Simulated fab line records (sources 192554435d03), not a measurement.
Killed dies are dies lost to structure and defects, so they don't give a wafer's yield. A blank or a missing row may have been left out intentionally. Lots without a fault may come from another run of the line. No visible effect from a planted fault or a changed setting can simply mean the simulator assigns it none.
Matching of chambers | flow n5_finfet | 4 sister chambers for N5_BEOL_M0_SAQP_ETCH_107 on rie_diel-04
The step etches SiNx in CH3F/O2, target depth 30 nm. 8 wafers are shown with their chamber, then 7 later ones without.

== WAFERS, EACH WITH ITS CHAMBER ==
wafer  | chamber | showerhead_plenum_p_Torr (Torr) | oes_product_au (a.u.)
L082.3 | 1       | 1.91                            | 0.69
L087.1 | 2       | 2.10                            | 0.73
L087.2 | 1       | 1.91                            | 0.70
L089.2 | 0       | 1.97                            | 0.93
L089.3 | 3       | 1.96                            | 0.68
L089.5 | 3       | 1.96                            | 0.68
L090.2 | 2       | 2.09                            | 0.72
L090.4 | 0       | 1.97                            | 0.93

== WAFERS MISSING THEIR CHAMBER ==
wafer  | showerhead_plenum_p_Torr (Torr) | oes_product_au (a.u.)
L090.6 | 2.09                            | 0.73
L091.2 | 1.97                            | 0.94
L091.5 | 1.95                            | 0.69
L091.6 | 1.97                            | 0.93
L092.1 | 1.90                            | 0.69
L092.2 | 1.97                            | 0.91
L092.4 | 2.09                            | 0.71

== CHAMBER TAKEN BY EACH ==
wafer  | from the rows above | in truth
L090.6 | 2                   | 2
L091.2 | 0                   | 0
L091.5 | 3                   | 3
L091.6 | 0                   | 0
L092.1 | 1                   | 1
L092.2 | 0                   | 0
L092.4 | 2                   | 2
Placed correctly: 7 of 7. Can't be placed from these rows: 0. Number placed wrongly: 0.
How it was worked out, from the rows above alone: a wafer's distance from a chamber is the root of the sum, over the readings, of the square of ((its reading less the chamber's mean) divided by the reading's scatter). The wafer belongs to the nearest chamber; if the next one is less than 2 further off, it can't be placed. A chamber's mean is the mean of its shown wafers. How the scatter is found: for the shown wafers, subtract from each reading the mean of its chamber, square and add these, divide the total by (wafers less chambers), then take the root.
